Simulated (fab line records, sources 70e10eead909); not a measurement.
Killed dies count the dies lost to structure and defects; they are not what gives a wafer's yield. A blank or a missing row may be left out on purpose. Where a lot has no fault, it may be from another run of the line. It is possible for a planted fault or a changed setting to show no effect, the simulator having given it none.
Matching of chambers | flow nand harc | NHARC_A_STAIRCASE_DEP_417 on pecvd-03 has 3 sister chambers
The step deposits Si3N4, target thk 60 nm. 3 wafers are shown with their chamber, then 11 later ones without.

== WAFERS PAIRED WITH THEIR CHAMBERS ==
wafer  | chamber | heater power w (W)
L093.2 | 1       | 633
L093.6 | 0       | 619
L094.1 | 2       | 721

== WAFERS MISSING THEIR CHAMBER ==
wafer  | heater power w (W)
L094.2 | 691
L094.5 | 556
L096.1 | 717
L096.3 | 688
L096.5 | 641
L095.2 | 641
L095.4 | 633
L095.6 | 631
L097.1 | 639
L097.2 | 604
L097.3 | 674

== WHICH CHAMBER EACH WENT THROUGH ==
wafer  | from the rows above          | in truth
L094.2 | can't be placed: 2 or 1 or 0 | 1
L094.5 | can't be placed: 0 or 1      | 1
L096.1 | 2                            | 2
L096.3 | can't be placed: 2 or 1 or 0 | 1
L096.5 | can't be placed: 1 or 0      | 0
L095.2 | can't be placed: 1 or 0      | 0
L095.4 | can't be placed: 1 or 0      | 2
L095.6 | can't be placed: 1 or 0      | 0
L097.1 | can't be placed: 1 or 0      | 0
L097.2 | can't be placed: 0 or 1      | 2
L097.3 | can't be placed: 1 or 2 or 0 | 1
1 of 11 placed correctly. Not placeable from these rows: 10 (in 8, the candidates include the true chamber). Number placed wrongly: 0.
How it was worked out, from the rows above alone: a wafer's distance from a chamber is the root of the sum, over the readings, of the square of ((its reading less the chamber's mean) divided by the reading's scatter). If the next closest chamber is less than 2 further off than the closest, the wafer can't be placed; otherwise it belongs to the closest. For every chamber, the mean is computed from those of its wafers that are shown. The scatter: with one shown wafer a chamber, the root of the mean of the squares of how far each hidden wafer lies from its nearest shown one.
